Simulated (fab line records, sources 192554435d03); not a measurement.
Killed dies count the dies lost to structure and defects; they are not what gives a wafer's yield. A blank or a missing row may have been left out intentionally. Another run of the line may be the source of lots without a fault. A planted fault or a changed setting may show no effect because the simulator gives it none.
fab line records	flow n5_finfet
record: lots: 6	wafers: 18	last_day: 17
route steps=1938 shown BEOL_M2@919 BEOL_M3@931 BEOL_M4@1111
lots that met no fault: taken from a fault-free run of the same line
start_h: the number of hours between the record's first day and the start of the first shown wafer of the lot	wait_h: hours from the lot's prior step to this one	" identical to the entry in the row above	L1.1+2: a single row standing in for several wafers	- value missing, or start not given	* or withheld: withheld	< > ~ a bound
route shown NAME@n: NAME is a module with steps in the file, n the number in the route of the first one	usual: the fault-free wafers' mean and standard deviation	same: alike in all rows	chamber/n: place in a boat	sites: the reading at each site	_std_site: the standard deviation of these	_edge_site: outer sites' mean less inner sites'	radius_mm: for every site, how far away it sits from the centre of the wafer	mask NAME#n: copy n	behind: the last tool/chamber to shape the wafer	hold: reason for holding the lot/hours on hold/outcome of the hold	device: the n, p or np transistor that did not switch	end of line: tests of these same wafers at the route's end	a step with no rows: only its recipe	killed: not the wafer's yield, but the dies lost to structure and defects at the first sort	map: shows each die of a wafer: x if killed, . if not, _ if none is there
set.NAME: setting as actually run; set.NAME@STEP: the setting as run at that earlier step	model.NAME: the simulator's own value behind a step, which no gauge read
lots at some steps of the route; a table a step, a row a wafer
services: the hour from which a tool's chamber was out of use, counted from the record's first day as start_h (under 0 if before that day), plus the number of hours and why
== steps ==
step: N5_BEOL_M2_ANNEAL_95
recipe: temp_c: 400	time_s: 240	ambient: vacuum
step: N5_BEOL_M2_SPUTTER_96
recipe: material: Cu	target_thk_a: 45	temp_c: -20	chamber_pressure_pa: 0.07	power_w: withheld	time_s: 8.29
usual: chuck_gas_flow_sccm: 1.26/0.054	throttle_valve_pct: 30.4/0.71
lot.wafer	tool	chamber	start_h	wait_h	chuck_gas_flow_sccm	throttle_valve_pct
L379.1	pvd_sputter-03	-	173.98	0.1	1.24	30.4
L379.4	"	-	"	"	1.27	31.2
L379.5	"	-	"	"	1.28	32.0
L381.2	pvd_sputter-01	-	189.02	0.1	1.25	30.8
L381.4	"	-	"	"	1.29	29.6
L381.5	"	-	"	"	1.26	30.4
L386.1	pvd_sputter-02	-	222.87	0.1	1.18	30.7
L386.3	"	-	"	"	1.25	29.4
L386.6	"	-	"	"	1.27	29.8
L388.1	pvd_sputter-02	-	230.25	0.1	1.35	30.6
L388.2	"	-	"	"	1.15	30.9
L388.3	"	-	"	"	1.31	29.3
L395.1	pvd_sputter-01	-	271.48	0.1	1.19	30.5
L395.4	"	-	"	"	1.19	29.8
L395.6	"	-	"	"	1.19	30.4
L397.1	pvd_sputter-02	-	282.27	0.1	1.21	30.5
L397.2	"	-	"	"	1.22	29.0
L397.3	"	-	"	"	1.22	29.8
step: N5_BEOL_M2_ECD_50
recipe: material: Cu	target_thk_a: 3000
step: N5_BEOL_M2_ANNEAL_51
recipe: temp_c: 225	time_s: 90	ambient: N2
usual: wafer_temp_C_max: 225.9/0.32
lot.wafer	tool	chamber	start_h	wait_h	wafer_temp_C_max
L379.1	rtp_anneal-01	0	174.17	0.1	225.8
L379.4	"	0	"	"	225.7
L379.5	"	0	"	"	225.8
L381.2	rtp_anneal-02	0	189.26	0.1	226.2
L381.4	"	0	"	"	226.2
L381.5	"	0	"	"	226.1
L386.1	rtp_anneal-01	0	223.06	0.1	225.5
L386.3	"	0	"	"	225.7
L386.6	"	0	"	"	225.5
L388.1	rtp_anneal-01	0	230.74	0.4	225.5
L388.2	"	0	"	"	225.4
L388.3	"	0	"	"	225.6
L395.1	rtp_anneal-02	0	271.67	0.1	226.1
L395.4	"	0	"	"	226.5
L395.6	"	0	"	"	226.1
L397.1	rtp_anneal-02	0	282.49	0.1	226.1
L397.2	"	0	"	"	226.3
L397.3	"	0	"	"	226.1
step: N5_BEOL_M2_CMP_52
recipe: stop_on: SiOC	t_overpolish_s: 6.8	down_force_psi: 1	platen_rpm: 50	clearing_platen_down_force_psi: 1.5	clearing_platen_rpm: 50	post_cmp_clean: cu_alkaline	target_thk_nm: 40	clearing_platen_pad_velocity_m_s: 0.99484	pad_velocity_m_s: 0.99484
usual: barrier_field_endpoint_s: 25.0/0.63	motor_current_A: 6.0/0.54	overpolish_run_s: 6.800/0.0082	time_to_endpoint_s: 63.8/2.6
lot.wafer	tool	chamber	start_h	wait_h	barrier_field_endpoint_s	motor_current_A	overpolish_run_s	time_to_endpoint_s
L379.1	cmp-04	0	174.47	0.3	24.9	5.6	6.797	65.2
L379.4	"	1	"	"	25.0	6.1	6.792	64.1
L379.5	"	1	"	"	25.3	6.1	6.801	66.0
L381.2	cmp-04	3	189.55	0.2	25.0	6.0	6.788	68.6
L381.4	"	0	"	"	24.7	5.3	6.787	62.5
L381.5	"	3	"	"	25.4	6.1	6.802	65.4
L386.3	cmp-03	0	223.36	0.2	23.9	6.3	6.807	62.6
L386.1	"	2	"	"	25.2	5.8	6.794	64.1
L386.6	"	1	"	"	25.0	6.5	6.810	61.8
L388.1	cmp-02	3	231.55	0.7	24.3	6.0	6.815	62.1
L388.2	"	0	"	"	24.5	5.8	6.798	62.8
L388.3	"	1	"	"	24.4	7.1	6.809	63.6
L395.1	cmp-04	0	272.05	0.3	24.9	5.7	6.793	65.3
L395.4	"	1	"	"	25.6	6.2	6.797	65.2
L395.6	"	2	"	"	25.9	5.6	6.804	67.9
L397.1	cmp-02	0	282.89	0.4	25.0	6.3	6.792	60.8
L397.3	"	1	"	"	24.7	7.3	6.799	60.4
L397.2	"	2	"	"	24.7	5.0	6.786	61.6
step: N5_BEOL_M2_THK_MEAS_53
recipe: thk_meas_gauge: xrf	reads: Cu_of_BEOL_M2_ECD_50
usual: M2_THK: 39.4/1.1
lot.wafer	tool	chamber	start_h	wait_h	M2_THK[nm]
L379.1	film_metro-01	-	174.77	-	39.6
L379.4	"	-	"	"	39.7
L379.5	"	-	"	"	39.2
L381.2	film_metro-02	-	189.80	-	40.4
L381.4	"	-	"	"	40.6
L381.5	"	-	"	"	40.8
L386.1	film_metro-02	-	223.65	-	38.4
L386.3	"	-	"	"	39.1
L386.6	"	-	"	"	39.2
L388.1	film_metro-01	-	231.84	-	37.5
L388.2	"	-	"	"	37.9
L388.3	"	-	"	"	38.9
L395.1	film_metro-02	-	272.26	-	40.4
L395.4	"	-	"	"	39.8
L395.6	"	-	"	"	38.7
L397.1	film_metro-01	-	283.15	-	38.7
L397.2	"	-	"	"	40.0
L397.3	"	-	"	"	39.3
step: N5_BEOL_M2_PRE_CLEAN_60
recipe: gas: NH3/H2	time_s: 15	temp_c: *	rf_power_w: 300
step: N5_BEOL_M2_CO_CAP_55
recipe: material: Co	target_thk_a: 20	temp_c: 200	precursor: CCTBA/H2	pressure_torr: 30	time_s: 102.1
step: N5_BEOL_M2_PRE_CLEAN_56
recipe: gas: NH3	time_s: 15	temp_c: withheld	rf_power_w: 300
step: N5_BEOL_M2_DEP_57
recipe: material: SiCN	target_thk_a: 80	temp_c: withheld	precursor: 3MS/NH3	pressure_torr: 3	rf_w: 202	time_s: 14
usual: chamber_pressure_Torr: 3.000/0.0065	showerhead_plenum_p_Torr: 3.658/0.023	showerhead_vpp_V: 889/43	throttle_valve_pct: 9.0/0.49
lot.wafer	tool	chamber	start_h	wait_h	chamber_pressure_Torr	showerhead_plenum_p_Torr	showerhead_vpp_V	throttle_valve_pct
L379.1	pecvd-02	2	174.96	0.0	3.009	3.660	917	8.6
L379.4	"	2	"	"	3.007	3.665	906	8.8
L379.5	"	0	"	"	2.992	3.641	844	9.6
L381.2	pecvd-02	0	190.00	0.0	2.997	3.636	845	9.4
L381.4	"	2	"	"	2.993	3.664	909	8.6
L381.5	"	1	"	"	2.998	3.651	933	8.4
L386.1	pecvd-03	0	223.85	0.0	2.993	3.678	887	9.9
L386.3	"	1	"	"	3.004	3.653	945	8.7
L386.6	"	2	"	"	3.001	3.673	952	8.5
L388.1	pecvd-01	2	232.05	0.0	3.010	3.631	902	8.7
L388.2	"	1	"	"	2.991	3.690	825	9.7
L388.3	"	0	"	"	3.004	3.635	866	9.4
L395.1	pecvd-03	1	272.46	0.0	2.999	3.636	950	8.6
L395.4	"	0	"	"	2.996	3.682	880	9.4
L395.6	"	2	"	"	2.992	3.667	944	8.5
L397.1	pecvd-01	0	283.34	0.0	2.998	3.627	877	9.4
L397.2	"	1	"	"	2.997	3.687	820	9.6
L397.3	"	2	"	"	3.003	3.638	926	8.6
step: N5_BEOL_M2_RS_MEAS_58
recipe: thk_meas_gauge: four-point-probe	reads: Co_of_BEOL_M2_CO_CAP_55+Cu_of_BEOL_M2_ECD_50+Co_of_BEOL_M2_CVD_47+TaN_of_BEOL_M2_ALD_84
usual: M2_RS: 0.678/0.025
lot.wafer	tool	chamber	start_h	wait_h	M2_RS[ohm/sq]
L379.1	film_metro-01	-	175.03	0.0	0.673
L379.4	"	-	"	"	0.672
L379.5	"	-	"	"	0.681
L381.2	film_metro-01	-	190.06	0.1	0.648
L381.4	"	-	"	"	0.639
L381.5	"	-	"	"	0.636
L386.1	film_metro-01	-	223.91	0.0	0.705
L386.3	"	-	"	"	0.690
L386.6	"	-	"	"	0.687
L388.1	film_metro-02	-	232.11	0.0	0.713
L388.2	"	-	"	"	0.705
L388.3	"	-	"	"	0.680
L395.1	film_metro-01	-	272.52	0.0	0.652
L395.4	"	-	"	"	0.669
L395.6	"	-	"	"	0.699
L397.1	film_metro-01	-	283.41	0.0	0.696
L397.2	"	-	"	"	0.666
L397.3	"	-	"	"	0.684
step: N5_BEOL_M2_INSPECT_59
recipe: inspect_instrument: darkfield	mode: post_dep
usual: raw_defect_count: 83/27
lot.wafer	tool	chamber	start_h	wait_h	raw_defect_count
L379.1	defect_inspect-02	-	175.05	0.0	71
L379.4	"	-	"	"	75
L379.5	"	-	"	"	50
L381.2	defect_inspect-02	-	190.09	0.0	73
L381.4	"	-	"	"	64
L381.5	"	-	"	"	77
L386.1	defect_inspect-01	-	223.94	0.0	75
L386.3	"	-	"	"	99
L386.6	"	-	"	"	81
L388.1	defect_inspect-02	-	232.14	0.0	88
L388.2	"	-	"	"	79
L388.3	"	-	"	"	96
L395.1	defect_inspect-01	-	272.55	0.0	108
L395.4	"	-	"	"	86
L395.6	"	-	"	"	113
L397.1	defect_inspect-02	-	283.43	0.0	125
L397.2	"	-	"	"	93
L397.3	"	-	"	"	114
step: N5_BEOL_M3_ILD_DEP_00
recipe: material: SiOC	target_thk_a: 790	temp_c: 350	precursor: DEMS/O2	pressure_torr: 5	rf_w: 500	time_s: 15.3
usual: chamber_pressure_Torr: 4.999/0.011	heater_power_w: 504/59	showerhead_plenum_p_Torr: 5.695/0.024	showerhead_vpp_V: 1396/62	throttle_valve_pct: 12.0/0.62
lot.wafer	tool	chamber	start_h	wait_h	chamber_pressure_Torr	heater_power_w	showerhead_plenum_p_Torr	showerhead_vpp_V	throttle_valve_pct	model.SiOC_of_BEOL_M3_ILD_DEP_00.thk_nm
L379.1	pecvd-04	1	175.09	0.0	4.976	602	5.690	1361	12.9	78
L379.4	"	0	"	"	5.008	409	5.691	1344	11.8	78.4
L379.5	"	2	"	"	5.000	483	5.707	1468	12.2	79.2
L381.2	pecvd-01	0	190.13	0.0	4.991	423	5.662	1375	12.5	78.6
L381.4	"	2	"	"	5.004	512	5.673	1427	11.4	80
L381.5	"	1	"	"	4.984	565	5.719	1275	12.7	80
L386.1	pecvd-04	1	223.98	0.0	4.997	557	5.694	1365	12.7	40.6
L386.3	"	1	"	"	4.988	549	5.712	1363	13.0	79.8
L386.6	"	1	"	"	4.996	559	5.700	1356	12.8	42
L388.1	pecvd-04	2	232.18	0.0	5.011	569	5.718	1485	11.2	41.8
L388.2	"	1	"	"	4.997	600	5.688	1369	12.7	79.4
L388.3	"	0	"	"	5.000	414	5.681	1346	11.9	79.2
L395.1	pecvd-03	1	272.59	0.0	5.004	491	5.690	1476	11.3	79.8
L395.4	"	1	"	"	5.001	484	5.666	1467	11.2	80.8
L395.6	"	2	"	"	4.998	549	5.693	1473	11.3	81
L397.1	pecvd-01	2	283.47	0.0	5.005	469	5.678	1407	11.5	78.6
L397.2	"	1	"	"	4.988	580	5.729	1286	12.8	78
L397.3	"	0	"	"	5.017	500	5.665	1396	12.3	78
step: N5_BEOL_M3_THK_MEAS_01
recipe: reads: SiOC_of_BEOL_M3_ILD_DEP_00
usual: M3_ILD_THK: 79.0/1
lot.wafer	tool	chamber	start_h	wait_h	M3_ILD_THK[nm]
L379.1	film_metro-01	-	175.16	0.0	78.0
L379.4	"	-	"	"	78.3
L379.5	"	-	"	"	79.2
L381.2	film_metro-01	-	190.19	0.1	78.6
L381.4	"	-	"	"	79.9
L381.5	"	-	"	"	80.0
L386.1	film_metro-01	-	224.06	0.1	40.5
L386.3	"	-	"	"	79.9
L386.6	"	-	"	"	42.0
L388.1	film_metro-01	-	232.24	0.0	41.8
L388.2	"	-	"	"	79.5
L388.3	"	-	"	"	79.2
L395.1	film_metro-01	-	272.65	0.0	79.7
L395.4	"	-	"	"	80.8
L395.6	"	-	"	"	81.2
L397.1	film_metro-02	-	283.54	0.0	78.6
L397.2	"	-	"	"	78.0
L397.3	"	-	"	"	78.0
step: N5_BEOL_M3_PECVD_72
recipe: material: SiO2	target_thk_a: 160	temp_c: 400	precursor: TEOS/O2	pressure_torr: 5.5	rf_w: 450	teos_flow_sccm: 53.8	gas: O2	flow_sccm: 3000	time_s: 18
step: N5_BEOL_M3_HM_DEP_02
recipe: material: TiN	target_thk_a: 200	temp_c: 25	chamber_pressure_pa: 0.49996
step: N5_BEOL_M3_COAT_61
recipe: resist: SOC	temp_c: 250	time_s: 60	spin_rpm: 1500	resist_thk_nm: 60
step: N5_BEOL_M3_COAT_62
recipe: resist: SiARC	temp_c: 220	time_s: 60	spin_rpm: 1500	resist_thk_nm: 12
step: N5_BEOL_M3_COAT_73
recipe: resist: underlayer	temp_c: 205	time_s: 60	spin_rpm: 1500	resist_thk_nm: 5
step: N5_BEOL_M3_COAT_05
recipe: resist: CAR-EUV	spin_rpm: 1500	resist_thk_nm: 30
step: N5_BEOL_M3_EBR_07
recipe: solvent: PGMEA	ebr_width_mm: 1.5
step: N5_BEOL_M3_SOFTBAKE_06
recipe: temp_c: 110	time_s: 60	resist: CAR-EUV
step: N5_BEOL_M3_EXPOSE_08
recipe: mask_id: M3	na: 0.33	source_shape: dipole	sigma_inner: 0.369	sigma_outer: 0.767	polarization: unpolarized	dose_mj: 33
step: N5_BEOL_M3_PEB_09
recipe: peb_temp_c: 100	peb_time_s: 60	resist: CAR-EUV
step: N5_BEOL_M3_DEVELOP_10
recipe: develop_time_s: 30	developer: TMAH	resist: CAR-EUV	rinse_liquid: surfactant_rinse	dry: air_spin	dev_temp_c: 23
step: N5_BEOL_M3_CD_MEAS_11
recipe: target_cd_nm: 17.05	landing_energy_ev: 500	detector: se_inlens	polarity: opening
usual: cd_nm: 17.06/0.23
lot.wafer	tool	chamber	start_h	wait_h	cd_nm
L379.1	cd_sem-01	0	176.09	-	16.89
L379.4	"	0	"	"	16.78
L379.5	"	0	"	"	17.09
L381.2	cd_sem-02	0	191.67	-	17.42
L381.4	"	0	"	"	16.98
L381.5	"	0	"	"	16.85
L386.1	cd_sem-01	0	226.50	-	17.08
L386.3	"	0	"	"	16.88
L386.6	"	0	"	"	17.03
L388.1	cd_sem-03	0	234.32	-	17.51
L388.2	"	0	"	"	16.92
L388.3	"	0	"	"	17.24
L395.1	cd_sem-03	0	273.19	-	17.42
L395.4	"	0	"	"	17.32
L395.6	"	0	"	"	16.95
L397.1	cd_sem-01	0	284.54	-	16.73
L397.2	"	0	"	"	16.91
L397.3	"	0	"	"	16.77
step: N5_BEOL_M3_OVL_MEAS_12
recipe: points_per_wafer: 522
usual: M3_OVL: -0.3/0.65
lot.wafer	tool	chamber	start_h	wait_h	M3_OVL[nm]
L379.1	overlay-01	0	176.12	0.0	-1.0
L379.4	"	0	"	"	-0.8
L379.5	"	0	"	"	-0.6
L381.2	overlay-01	0	191.71	0.0	-0.1
L381.4	"	0	"	"	-0.8
L381.5	"	0	"	"	-0.4
L386.1	overlay-02	0	226.53	0.0	-1.4
L386.3	"	0	"	"	-0.4
L386.6	"	0	"	"	-1.0
L388.1	overlay-01	0	234.35	0.0	0.6
L388.2	"	0	"	"	0.6
L388.3	"	0	"	"	-0.5
L395.1	overlay-02	0	273.22	0.0	-0.1
L395.4	"	0	"	"	-1.1
L395.6	"	0	"	"	-0.6
L397.1	overlay-01	0	284.57	0.0	1.1
L397.2	"	0	"	"	0.4
L397.3	"	0	"	"	1.1
step: N5_BEOL_M3_INSPECT_13
recipe: mode: adi	inspect_instrument: brightfield
usual: raw_defect_count: 480/100
lot.wafer	tool	chamber	start_h	wait_h	raw_defect_count
L379.1	defect_inspect-02	-	176.18	0.1	451
L379.4	"	-	"	"	454
L379.5	"	-	"	"	385
L381.2	defect_inspect-01	-	191.76	0.0	460
L381.4	"	-	"	"	482
L381.5	"	-	"	"	478
L386.1	defect_inspect-01	-	226.59	0.1	646
L386.3	"	-	"	"	646
L386.6	"	-	"	"	558
L388.1	defect_inspect-01	-	234.41	0.1	431
L388.2	"	-	"	"	404
L388.3	"	-	"	"	372
L395.1	defect_inspect-02	-	273.27	0.1	454
L395.4	"	-	"	"	425
L395.6	"	-	"	"	416
L397.1	defect_inspect-01	-	284.63	0.1	614
L397.2	"	-	"	"	467
L397.3	"	-	"	"	613
step: N5_BEOL_M3_DESCUM_16
recipe: chemistry: O2	time_s: 7	source_power_w: 50	bias_power_w: 20	pressure_mtorr: 20	rf_frequency_hz: 2.712e+07	temp_c: 40	resist: CAR-EUV	o2_flow_sccm: 225
step: N5_BEOL_M3_ETCH_74
recipe: chemistry: N2/H2	target: underlayer	target_depth_a: 65	mask_material: CAR-EUV	time_s: 5.2	ion_energy_ev: 200	pressure_mtorr: 30	source_w: 840	bias_w: 150	n2_flow_sccm: 200	h2_flow_sccm: 200	ends: cleared
step: N5_BEOL_M3_ETCH_63
recipe: chemistry: CF4	target: SiARC	target_depth_a: 156	mask_material: CAR-EUV	time_s: 26	ion_energy_ev: 80	pressure_mtorr: 40	source_w: 545	bias_w: 36	Ar_flow_sccm: 100	cf4_flow_sccm: 100	ends: cleared
step: N5_BEOL_M3_ETCH_64
recipe: chemistry: N2/H2	target: SOC	target_depth_a: 750	overetch_a: 150	mask_material: SiARC	temp_c: 40	time_s: 112.5	ion_energy_ev: 200	pressure_mtorr: 30	source_w: 840	bias_w: 150	n2_flow_sccm: 200	h2_flow_sccm: 200
step: N5_BEOL_M3_STRIP_65
recipe: chemistry: N2/H2	temp_c: 40	n2_flow_sccm: 200	h2_flow_sccm: 200	rf_frequency_hz: 6e+07
step: N5_BEOL_M3_STRIP_75
recipe: chemistry: N2/H2	temp_c: 40	n2_flow_sccm: 200	h2_flow_sccm: 200	rf_frequency_hz: 6e+07
step: N5_BEOL_M3_STRIP_66
recipe: chemistry: CF4	resist: SiARC	power_w: 300	bias_power_w: 75	pressure_mtorr: 50	cf4_flow_sccm: 150	rf_frequency_hz: 6e+07
usual: drypump_motor_current_A: 5.81/0.29	oes_product_au: 0.76/0.077	rf_vpp_V: 271.0/1.4	showerhead_plenum_p_Torr: 1.79/0.051	throttle_valve_pct: 13.71/0.27
lot.wafer	tool	chamber	start_h	wait_h	drypump_motor_current_A	oes_product_au	rf_hours_counter_h	rf_vpp_V	showerhead_plenum_p_Torr	throttle_valve_pct
L379.1	rie_diel-06	0	176.42	0.0	5.84	0.68	231	273.0	1.85	14.04
L379.4	"	2	"	"	5.78	0.72	179	272.4	1.86	13.77
L379.5	"	1	"	"	5.96	0.71	-	272.1	1.84	13.72
L381.2	rie_diel-02	2	192.00	0.0	5.33	0.77	146	269.8	1.73	13.42
L381.4	"	3	"	"	5.59	0.68	242	272.5	1.84	13.90
L381.5	"	3	"	"	5.62	0.68	-	273.0	1.84	13.89
L386.1	rie_diel-02	0	226.83	0.0	6.08	0.75	173	271.5	1.79	13.86
L386.3	"	2	"	"	5.32	0.76	156	268.7	1.72	13.45
L386.6	"	2	"	"	5.30	0.76	-	269.9	1.72	13.46
L388.1	rie_diel-02	2	234.65	0.0	5.32	0.75	159	269.3	1.72	13.46
L388.2	"	1	"	"	5.91	0.69	226	271.6	1.77	14.00
L388.3	"	0	"	"	6.08	0.75	176	270.8	1.79	13.84
L395.1	rie_diel-02	2	274.66	0.0	5.29	0.74	172	270.1	1.72	13.50
L395.4	"	3	"	"	5.58	0.94	9	271.0	1.84	13.37
L395.6	"	0	"	"	6.09	0.74	-	271.0	1.79	13.87
L397.1	rie_diel-02	2	286.89	0.0	5.32	0.74	178	269.3	1.72	13.51
L397.2	"	0	"	"	6.07	0.73	194	268.3	1.78	13.89
L397.3	"	1	"	"	5.89	0.68	246	269.9	1.77	14.03
step: N5_BEOL_M3_HM_OPEN_17
recipe: chemistry: Cl2/BCl3	target_depth_a: 200	overetch_a: 60	target: TiN	mask_material: SOC	ion_energy_ev: 150	pressure_mtorr: 10	icp_w: 1000	bias_w: 126	Cl2_flow_sccm: 53.25	bcl3_flow_sccm: 21.75	Ar_flow_sccm: 25
step: N5_BEOL_M3_STRIP_19
recipe: chemistry: O2	power_w: 400	temp_c: 40	pressure_mtorr: 30	rf_frequency_hz: 6e+07	bias_power_w: 0	overash_fraction: 0.2	o2_flow_sccm: 225
step: N5_BEOL_M3_CD_MEAS_18
recipe: pitch_nm: 36	target_cd_nm: 18
usual: cd_nm: 18.01/0.26
lot.wafer	tool	chamber	start_h	wait_h	cd_nm
L379.1	cd_sem-03	-	176.64	0.0	18.04
L379.4	"	-	"	"	17.91
L379.5	"	-	"	"	18.21
L381.2	cd_sem-03	-	192.22	0.1	18.31
L381.4	"	-	"	"	18.15
L381.5	"	-	"	"	17.92
L386.1	cd_sem-03	-	227.19	0.0	17.79
L386.3	"	-	"	"	18.40
L386.6	"	-	"	"	17.96
L388.1	cd_sem-02	-	234.87	0.0	17.73
L388.2	"	-	"	"	18.04
L388.3	"	-	"	"	17.64
L395.1	cd_sem-02	-	274.89	0.0	18.31
L395.4	"	-	"	"	18.53
L395.6	"	-	"	"	17.74
L397.1	cd_sem-02	-	287.16	0.0	18.14
L397.2	"	-	"	"	17.75
L397.3	"	-	"	"	18.10
step: N5_BEOL_M3_COAT_67
recipe: resist: SOC	temp_c: 250	time_s: 60	spin_rpm: 1500	resist_thk_nm: 60
step: N5_BEOL_M3_COAT_68
recipe: resist: SiARC	temp_c: 220	time_s: 60	spin_rpm: 1500	resist_thk_nm: 12
step: N5_BEOL_M3_COAT_76
recipe: resist: underlayer	temp_c: 205	time_s: 60	spin_rpm: 1500	resist_thk_nm: 5
step: N5_BEOL_M3_COAT_22
recipe: resist: CAR-EUV	spin_rpm: 1500	resist_thk_nm: 30
step: N5_BEOL_M3_CMP_52
recipe: stop_on: SiOC	t_overpolish_s: 6.8	down_force_psi: 1	platen_rpm: 50	clearing_platen_down_force_psi: 1.5	clearing_platen_rpm: 50	post_cmp_clean: cu_alkaline	target_thk_nm: 40	clearing_platen_pad_velocity_m_s: 0.99484	pad_velocity_m_s: 0.99484
usual: motor_current_A: 5.9/0.57
lot.wafer	tool	chamber	start_h	wait_h	motor_current_A	model.Cu_of_BEOL_M3_ECD_50.thk_nm	model.SiOC_of_BEOL_M3_ILD_DEP_00.thk_nm
L379.4	cmp-02	0	182.84	0.1	5.9	40.2	75.4
L379.1	"	3	"	"	6.2	39.6	75
L379.5	"	0	"	"	6.2	41.6	76.2
L381.2	cmp-04	1	200.76	0.3	6.0	39.4	75.6
L381.4	"	2	"	"	5.8	41	77
L381.5	"	0	"	"	5.1	40.8	77
L386.1	cmp-02	3	234.95	0.3	6.0	1	37.6
L386.3	"	0	"	"	6.1	39.6	76.8
L386.6	"	3	"	"	5.9	2.4	39
L388.2	cmp-04	2	241.84	0.2	5.9	42.4	76.4
L388.3	"	3	"	"	6.3	40.6	76.2
L388.1	"	0	"	"	5.5	4.2	38.8
L395.1	cmp-01	2	283.52	0.3	6.5	40.2	76.8
L395.4	"	0	"	"	5.2	41.6	77.8
L395.6	"	3	"	"	5.1	41.4	78
L397.2	cmp-01	1	297.83	0.2	6.1	38.6	75
L397.3	"	3	"	"	5.1	38	75
L397.1	"	0	"	"	5.4	39.6	75.6
step: N5_BEOL_M4_RC_MEAS_101
usual: DIBL_N: 36.3/1.4	DIBL_P: 35.7/1.5	IOFF_N: 0.155/0.022	IOFF_P: 0.204/0.027	ION_N: 671/9	ION_P: 459/6.2	SS_N: 71.5/0.54	SS_P: 73.1/0.56	VT_N: 250.2/2.6	VT_P: -251/3.3
lot.wafer	tool	chamber	start_h	wait_h	DIBL_N[mV/V]	DIBL_P[mV/V]	IOFF_N[nA/um]	IOFF_P[nA/um]	ION_N[uA/um]	ION_P[uA/um]	SS_N[mV/dec]	SS_P[mV/dec]	VT_N[mV]	VT_P[mV]
L379.1	prober-01	0	192.01	0.5	36.0	35.3	0.150	0.212	667	462	71.3	72.4	250.2	-250
L379.4	"	0	"	"	36.3	36.4	0.172	0.219	675	464	70.9	73.1	247.4	-248
L379.5	"	0	"	"	36.5	35.3	0.163	0.215	677	465	71.1	73.4	248.7	-246
L381.2	prober-01	0	212.76	0.2	36.3	35.8	0.143	0.179	663	445	70.8	73.0	253.2	-255
L381.4	"	0	"	"	36.3	35.8	0.139	0.180	659	448	71.3	73.4	254.3	-257
L381.5	"	0	"	"	35.6	35.0	0.131	0.168	648	443	71.2	72.4	254.9	-257
L388.2	prober-01	0	253.25	0.2	35.8	34.0	0.140	0.165	666	454	71.2	72.9	252.3	-256
L388.3	"	0	"	"	34.6	32.4	0.125	0.148	664	452	70.7	72.7	250.8	-256
L386.3	prober-01	0	257.09	0.3	35.4	36.0	0.151	0.178	672	458	71.2	72.8	249.7	-254
L395.1	prober-02	0	294.09	0.0	35.7	36.3	0.154	0.220	671	460	71.2	72.6	247.2	-248
L395.4	"	0	"	"	35.1	35.1	0.143	0.213	666	460	71.6	72.6	251.1	-249
L395.6	"	0	"	"	36.3	36.7	0.161	0.225	665	460	71.8	73.5	249.2	-247
L397.1	prober-01	0	307.18	0.0	36.2	35.0	0.150	0.181	667	449	71.7	72.0	252.0	-255
L397.2	"	0	"	"	36.1	34.8	0.150	0.182	665	453	71.3	72.3	251.1	-255
L397.3	"	0	"	"	35.6	35.9	0.145	0.186	670	461	71.3	72.7	251.7	-253
== services ==
tool	chamber	start_h	hours	kind
cmp-04	-	160.84	3.5	pm
cmp-03	-	164.14	0.4	repair
pecvd-03	0	176.21	9.7	repair
cmp-01	-	176.78	0.4	repair
cmp-04	-	195.87	0.9	repair
cmp-02	-	214.94	0.6	repair
rtp_anneal-01	-	217.81	1.1	pm
rie_diel-02	3	220.00	-	clean
rie_diel-02	3	220.00	-	consumable_replace:focus_ring
cmp-01	-	231.10	4.0	pm
pecvd-03	1	232.91	4.1	repair
rie_diel-02	3	240.04	7.0	repair
cmp-01	-	242.23	1.7	repair
cmp-01	-	244.76	2.1	repair
cmp-02	-	246.27	2.4	repair
cmp-01	-	250.14	0.8	repair
pecvd-02	2	255.39	13.3	repair
cmp-03	-	262.13	4.7	pm
cmp-03	-	276.42	4.0	pm
cmp-01	-	280.40	2.6	repair
cmp-04	-	281.58	5.7	pm
pecvd-02	-	284.87	1.5	repair
rie_diel-02	3	286.50	12.4	repair
pecvd-03	-	292.21	0.6	repair
== key ==
first_sign: step: N5_BEOL_M3_THK_MEAS_01	reading: M3_ILD_THK	direction: down	sigmas: 36	usual: 79.0	struck: 41.4
effect none on later readings
model_effect: step: N5_BEOL_M3_ILD_DEP_00	value: SiOC_of_BEOL_M3_ILD_DEP_00.thk_nm	without: 79.4	struck: 41.47
model_effect: step: N5_BEOL_M3_CMP_52	value: Cu_of_BEOL_M3_ECD_50.thk_nm	without: 40.53	struck: 2.533
met_at N5_BEOL_M3_ILD_DEP_00
struck_wafers L386.1,L386.6,L388.1
later_rows_left_out L386.1,L386.6,L388.1
sort_left_out L386.1,L386.6,L388.1
onset_between 175.09 223.98
fault: kind: process_parameter_drift	tool: pecvd-04	chamber: -	onset_h: 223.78	steps: N5_BEOL_M3_ILD_DEP_00	channel: time_s	offset: *	shape: step	end_h: 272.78	scope: struck_wafers_only	acts_in: *	stated: *
sort_left_out: the simulated sort isn't trusted on such a fault, so these wafers' sort isn't shown, and their yield isn't known
later_rows_left_out: the simulator's readings of these wafers behind a module that went badly wrong aren't trusted and aren't shown, but for the sort
